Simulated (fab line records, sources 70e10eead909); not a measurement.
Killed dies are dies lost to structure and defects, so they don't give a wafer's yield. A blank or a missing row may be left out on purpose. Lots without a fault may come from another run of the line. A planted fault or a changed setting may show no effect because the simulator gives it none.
Which tool did it? | flow nand_harc | 12 lots, 36 wafers sampled, at 5 steps of a route of 1159

WHAT THE GAUGES READ, wafer by wafer
NHARC_P_START_INSPECT_01. Usual: raw_defect_count 3.5, standard deviation 1.9.
lot  | measured    | on                | raw_defect_count | flag
L641 | day 2 00:02 | defect_inspect-02 | 2 1 3            |
L642 | day 2 06:02 | defect_inspect-01 | 4 5 2            |
L643 | day 2 12:02 | defect_inspect-01 | 8 1 2            |
L644 | day 2 18:02 | defect_inspect-01 | 2 2 2            |
L645 | day 3 00:02 | defect_inspect-02 | 5 4 5            |
L647 | day 3 12:02 | defect_inspect-02 | 5 1 2            |
L651 | day 4 12:02 | defect_inspect-02 | 2 8 5            |
L655 | day 5 12:02 | defect_inspect-01 | 3 3 3            |
L656 | day 5 18:02 | defect_inspect-01 | 4 2 0            |
L658 | day 6 06:02 | defect_inspect-01 | 4 2 4            |
L660 | day 6 18:02 | defect_inspect-01 | 4 3 3            |
L662 | day 7 06:02 | defect_inspect-02 | 2 6 4            |

NHARC_END_SORT_01. Usual: killed_at_array 31, standard deviation 12; killed_at_other 0.6, standard deviation 0.85; killed_at_periphery 3.0, standard deviation 2.3; killed_dies 35, standard deviation 12; killed_open 3.2, standard deviation 1.9; killed_short 1.8, standard deviation 1.4.
lot  | measured     | on        | killed_at_array | killed_at_other | killed_at_periphery | killed_dies | killed_open | killed_short | flag
L641 | day 20 06:02 | prober-01 | 35 29 48        | 0 0 0           | 2 3 1               | 37 32 49    | 2 4 3       | 0 2 2        |
L642 | day 19 13:36 | prober-02 | 15 12 14        | 0 0 0           | 0 1 2               | 15 13 16    | 3 1 2       | 2 2 3        |
L643 | day 19 21:23 | prober-02 | 39 30 30        | 0 0 0           | 2 1 1               | 41 31 31    | 3 3 1       | 3 1 3        |
L644 | day 19 13:35 | prober-01 | 11 16 7         | 0 0 0           | 5 2 3               | 16 18 10    | 3 3 1       | 2 2 4        |
L645 | day 20 17:20 | prober-02 | 22 17 15        | 1 0 2           | 6 5 3               | 29 22 20    | 3 7 2       | 2 1 2        |
L647 | day 21 02:19 | prober-01 | 40 33 50        | 3 2 0           | 1 2 2               | 44 37 52    | 2 3 1       | 2 0 2        |
L651 | day 22 05:32 | prober-02 | 20 16 15        | 2 0 0           | 4 1 4               | 26 17 19    | 9 0 3       | 1 1 2        |
L655 | day 23 21:16 | prober-02 | 35 23 29        | 1 0 3           | 3 1 2               | 39 24 34    | 2 2 3       | 2 0 0        |
L656 | day 23 05:47 | prober-02 | 35 42 38        | 1 0 1           | 4 2 4               | 40 44 43    | 4 1 2       | 2 2 2        |
L658 | day 24 05:10 | prober-02 | 15 9 23         | 0 0 1           | 5 2 7               | 20 11 31    | 2 2 5       | 1 1 6        |
L660 | day 24 07:20 | prober-01 | 53 64 48        | 0 0 0           | 4 1 1               | 57 65 49    | 3 1 2       | 4 1 1        |
L662 | day 24 23:37 | prober-02 | 26 22 20        | 0 0 2           | 2 0 3               | 28 22 25    | 5 1 7       | 0 2 2        |

WHICH TOOL RAN EACH LOT (tool, then ch and the chambers of the sampled wafers, then the start)
lot  | NHARC_P_ZERO_WELL_SOFTBAKE_06    | NHARC_P_STI_DESCUM_14             | NHARC_P_STI_ETCH_42
L641 | litho_track-03 ch 0, day 2 00:00 | rie_diel-02 ch 1,2,3, day 3 03:41 | rie_diel-02 ch 0,3, day 3 03:46
L642 | litho_track-07 ch 0, day 2 06:00 | rie_diel-01 ch 0,2,3, day 3 03:52 | rie_diel-01 ch 0,1,2, day 3 03:56
L643 | litho_track-07 ch 0, day 2 12:00 | rie_diel-02 ch 1,3, day 3 11:15   | rie_diel-02 ch 1,3, day 3 11:20
L644 | litho_track-07 ch 0, day 2 18:00 | rie_diel-01 ch 0,1,3, day 3 18:16 | rie_diel-01 ch 0,2,3, day 3 18:21
L645 | litho_track-07 ch 0, day 3 00:00 | rie_diel-01 ch 1,2,3, day 4 02:07 | rie_diel-01 ch 1,2,3, day 4 02:11
L647 | litho_track-05 ch 0, day 3 12:00 | rie_diel-01 ch 0,2,3, day 4 11:25 | rie_diel-01 ch 1,2, day 4 11:30
L651 | litho_track-07 ch 0, day 4 12:00 | rie_diel-01 ch 0,1, day 5 11:20   | rie_diel-01 ch 0,1, day 5 11:26
L655 | litho_track-07 ch 0, day 5 12:00 | rie_diel-02 ch 1,2,3, day 6 14:28 | rie_diel-02 ch 0,1,3, day 6 14:32
L656 | litho_track-07 ch 0, day 5 19:00 | rie_diel-01 ch 2,3, day 6 14:36   | rie_diel-01 ch 1,2, day 6 14:41
L658 | litho_track-03 ch 0, day 6 06:00 | rie_diel-02 ch 0,2,3, day 7 02:05 | rie_diel-02 ch 0,1,2, day 7 02:10
L660 | litho_track-03 ch 0, day 6 18:00 | rie_diel-09 ch 2,3, day 7 17:22   | rie_diel-09 ch 2,3, day 7 17:27
L662 | litho_track-03 ch 0, day 7 06:00 | rie_diel-09 ch 1,2,3, day 8 04:55 | rie_diel-09 ch 0,3, day 8 04:59
- NHARC_P_ZERO_WELL_SOFTBAKE_06: time 70 s.
- NHARC_P_STI_DESCUM_14: chemistry O2, time 3 s.
- NHARC_P_STI_ETCH_42: etches the open film in N2/H2, target depth 80 nm, overetch 24 nm, time 61 s.

WHAT THE TOOLS THEMSELVES READ (means of the sampled wafers that have a number; where no wafer has one, the mark that the record gives instead)
NHARC_P_ZERO_WELL_SOFTBAKE_06. Usual: heater_power_total_W 201.0 W, standard deviation 1.3; resist_line_temp_C 23.02 C, standard deviation 0.12.
lot  | tool           | heater_power_total_W (W) | resist_line_temp_C (C) | flag
L641 | litho_track-03 | 201.5                    | 23.03                  |
L642 | litho_track-07 | 201.7                    | 22.99                  |
L643 | litho_track-07 | 200.6                    | 23.02                  |
L644 | litho_track-07 | 200.5                    | 22.84                  |
L645 | litho_track-07 | 199.3                    | 23.04                  |
L647 | litho_track-05 | 199.6                    | 23.09                  |
L651 | litho_track-07 | 202.1                    | 23.04                  |
L655 | litho_track-07 | 230.2                    | 22.98                  | OFF
L656 | litho_track-07 | 230.4                    | 23.07                  | OFF
L658 | litho_track-03 | 201.9                    | 23.00                  |
L660 | litho_track-03 | 202.6                    | 22.90                  |
L662 | litho_track-03 | 200.4                    | 23.20                  |

NHARC_P_STI_DESCUM_14. Usual: drypump_motor_current_A 6.0 A, standard deviation 0.32; o2_flow_sccm 200.0 sccm, standard deviation 0.59; oes_product_au 1.003 a.u., standard deviation 0.0065; rf_vpp_V 57.7 V, standard deviation 0.96; showerhead_plenum_p_Torr 1.92 Torr, standard deviation 0.088; throttle_valve_pct 11.310 %, standard deviation 0.0092.
lot  | tool        | drypump_motor_current_A (A) | o2_flow_sccm (sccm) | oes_product_au (a.u.) | rf_vpp_V (V) | showerhead_plenum_p_Torr (Torr) | throttle_valve_pct (%) | flag
L641 | rie_diel-02 | 6.1                         | 200.1               | 1.001                 | 58.2         | 1.95                            | 11.301                 |
L642 | rie_diel-01 | 6.2                         | 200.6               | 1.004                 | 58.0         | 1.87                            | 11.308                 |
L643 | rie_diel-02 | 6.4                         | 199.8               | 1.000                 | 57.1         | 1.91                            | 11.312                 |
L644 | rie_diel-01 | 5.7                         | 199.9               | 1.001                 | 58.3         | 1.93                            | 11.304                 |
L645 | rie_diel-01 | 5.8                         | 199.6               | 1.002                 | 58.8         | 1.95                            | 11.308                 |
L647 | rie_diel-01 | 6.2                         | 200.7               | 0.999                 | 57.8         | 1.87                            | 11.302                 |
L651 | rie_diel-01 | 5.8                         | 200.1               | 0.997                 | 57.9         | 1.87                            | 11.315                 |
L655 | rie_diel-02 | 6.2                         | 199.8               | 1.004                 | 58.2         | 1.95                            | 11.309                 |
L656 | rie_diel-01 | 6.2                         | 200.1               | 1.013                 | 57.7         | 1.93                            | 11.304                 |
L658 | rie_diel-02 | 6.2                         | 199.7               | 1.000                 | 57.5         | 1.89                            | 11.308                 |
L660 | rie_diel-09 | 5.9                         | 199.6               | 1.006                 | 57.5         | 1.94                            | 11.309                 |
L662 | rie_diel-09 | 5.9                         | 199.6               | 1.003                 | 56.8         | 1.91                            | 11.306                 |

NHARC_P_STI_ETCH_42. Usual: drypump_motor_current_A 6.0 A, standard deviation 0.35; oes_product_au 1.004 a.u., standard deviation 0.0069; rf_vpp_V 430.9 V, standard deviation 2.8; showerhead_plenum_p_Torr 2.06 Torr, standard deviation 0.098; throttle_valve_pct 14.173 %, standard deviation 0.0093.
lot  | tool        | drypump_motor_current_A (A) | oes_product_au (a.u.) | rf_vpp_V (V) | showerhead_plenum_p_Torr (Torr) | throttle_valve_pct (%) | flag
L641 | rie_diel-02 | 6.4                         | 1.009                 | 428.0        | 1.98                            | 14.173                 |
L642 | rie_diel-01 | 5.9                         | 1.002                 | 429.3        | 2.01                            | 14.173                 |
L643 | rie_diel-02 | 6.3                         | 1.002                 | 431.0        | 2.04                            | 14.158                 |
L644 | rie_diel-01 | 6.2                         | 1.006                 | 428.5        | 1.99                            | 14.174                 |
L645 | rie_diel-01 | 5.9                         | 0.997                 | 431.5        | 2.08                            | 14.175                 |
L647 | rie_diel-01 | 5.6                         | 1.000                 | 431.1        | 2.09                            | 14.180                 |
L651 | rie_diel-01 | 5.4                         | 1.009                 | 431.1        | 2.08                            | 14.182                 |
L655 | rie_diel-02 | 6.3                         | 1.003                 | 429.6        | 2.03                            | 14.173                 |
L656 | rie_diel-01 | 6.0                         | 1.001                 | 430.0        | 2.03                            | 14.170                 |
L658 | rie_diel-02 | 6.1                         | 1.009                 | 431.5        | 2.06                            | 14.170                 |
L660 | rie_diel-09 | 5.9                         | 1.000                 | 431.0        | 2.06                            | 14.175                 |
L662 | rie_diel-09 | 6.0                         | 1.003                 | 434.6        | 2.18                            | 14.175                 |

THE ANSWER, worked out from the rows above alone
Rule: a lot is off if the mean of its wafers that have a number lies more than 3 standard deviations from the usual mean. A lot without any number at a reading at which 4 lots or more have one is off too. The other lots that the step has rows for count as sound. The gauges are gone through in route order, then the tools' own readings, and for those a lot's mean is taken as printed above. The first step at which some lot is off is used, and at that step the reading that is off furthest; a lot without a number counts as furthest.
Off: L655, L656, at NHARC_P_ZERO_WELL_SOFTBAKE_06 (heater_power_total_W).
A tool fits if, at that step or a process step before it, it ran every lot that is off, and no sound lot after the first of them. One fits: litho_track-07 at NHARC_P_ZERO_WELL_SOFTBAKE_06. Its last sound lot is L651 (day 4 12:00), its first lot that is off L655 (day 5 12:00): a fault that began between those two fits.
The tool's own readings at NHARC_P_ZERO_WELL_SOFTBAKE_06 bear it out: on the lots that are off they differ by more than 5 times the standard deviation of the sound lots' means. heater_power_total_W reads 230.3 W there against 201.0 W on the sound lots.

WHAT THE SIMULATOR HAD PUT IN
Process parameter drift: litho_track-07, from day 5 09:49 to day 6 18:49, at NHARC_P_ZERO_WELL_SOFTBAKE_06. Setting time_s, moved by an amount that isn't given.
Lots struck among those shown: L655, L656. The rule above found the same.
